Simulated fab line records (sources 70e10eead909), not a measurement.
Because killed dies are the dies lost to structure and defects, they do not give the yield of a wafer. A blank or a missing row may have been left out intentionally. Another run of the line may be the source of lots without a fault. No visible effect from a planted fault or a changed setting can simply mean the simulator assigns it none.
Chamber matching || flow nand harc || NHARC_P_M0_DEP_32 on pecvd-03 has 3 sister chambers
The step deposits SiCN, target thk 30 nm. 6 wafers are shown with their chamber, then 11 later ones without.

== WAFERS PAIRED WITH THEIR CHAMBERS ==
{"wafer": "L086.3", "chamber": 0, "showerhead vpp V (V)": 1378, "heater power w (W)": 712}
{"wafer": "L086.5", "chamber": 1, "showerhead vpp V (V)": 1338, "heater power w (W)": 677}
{"wafer": "L087.4", "chamber": 0, "showerhead vpp V (V)": 1403, "heater power w (W)": 688}
{"wafer": "L087.5", "chamber": 2, "showerhead vpp V (V)": 1246, "heater power w (W)": 595}
{"wafer": "L087.6", "chamber": 1, "showerhead vpp V (V)": 1357, "heater power w (W)": 707}
{"wafer": "L090.3", "chamber": 2, "showerhead vpp V (V)": 1254, "heater power w (W)": 673}

== WAFERS WITHOUT THEIR CHAMBER ==
{"wafer": "L090.5", "showerhead vpp V (V)": 1235, "heater power w (W)": 658}
{"wafer": "L090.6", "showerhead vpp V (V)": 1357, "heater power w (W)": 673}
{"wafer": "L092.3", "showerhead vpp V (V)": 1355, "heater power w (W)": 674}
{"wafer": "L092.4", "showerhead vpp V (V)": 1387, "heater power w (W)": 579}
{"wafer": "L092.6", "showerhead vpp V (V)": 1265, "heater power w (W)": 679}
{"wafer": "L094.4", "showerhead vpp V (V)": 1404, "heater power w (W)": 618}
{"wafer": "L094.5", "showerhead vpp V (V)": 1353, "heater power w (W)": 669}
{"wafer": "L094.6", "showerhead vpp V (V)": 1246, "heater power w (W)": 610}
{"wafer": "L095.1", "showerhead vpp V (V)": 1377, "heater power w (W)": 650}
{"wafer": "L095.5", "showerhead vpp V (V)": 1269, "heater power w (W)": 667}
{"wafer": "L095.6", "showerhead vpp V (V)": 1401, "heater power w (W)": 682}

== WHICH CHAMBER EACH ONE RAN IN ==
{"wafer": "L090.5", "from the rows above": 2, "in truth": 2}
{"wafer": "L090.6", "from the rows above": "can't be placed: 1 or 0", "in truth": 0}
{"wafer": "L092.3", "from the rows above": 1, "in truth": 1}
{"wafer": "L092.4", "from the rows above": "can't be placed: 0 or 1", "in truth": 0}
{"wafer": "L092.6", "from the rows above": 2, "in truth": 2}
{"wafer": "L094.4", "from the rows above": 0, "in truth": 0}
{"wafer": "L094.5", "from the rows above": 1, "in truth": 1}
{"wafer": "L094.6", "from the rows above": 2, "in truth": 2}
{"wafer": "L095.1", "from the rows above": "can't be placed: 0 or 1", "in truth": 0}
{"wafer": "L095.5", "from the rows above": 2, "in truth": 2}
{"wafer": "L095.6", "from the rows above": 0, "in truth": 0}
Correct placement for 8 of the 11. Unplaceable from these rows: 3, with the true chamber sitting among the candidates in 3. 0 placed wrongly.
How it was worked out, from the rows above alone: a wafer's distance from a chamber is the root of the sum, over the readings, of the square of ((its reading less the chamber's mean) divided by the reading's scatter). The wafer belongs to the nearest chamber; if the next one is less than 2 further off, it can't be placed. The mean given for a chamber averages the wafers shown for that chamber. The scatter: take each reading less its chamber's mean, square it, sum over the shown wafers, divide by the number of wafers less the number of chambers, and take the root.
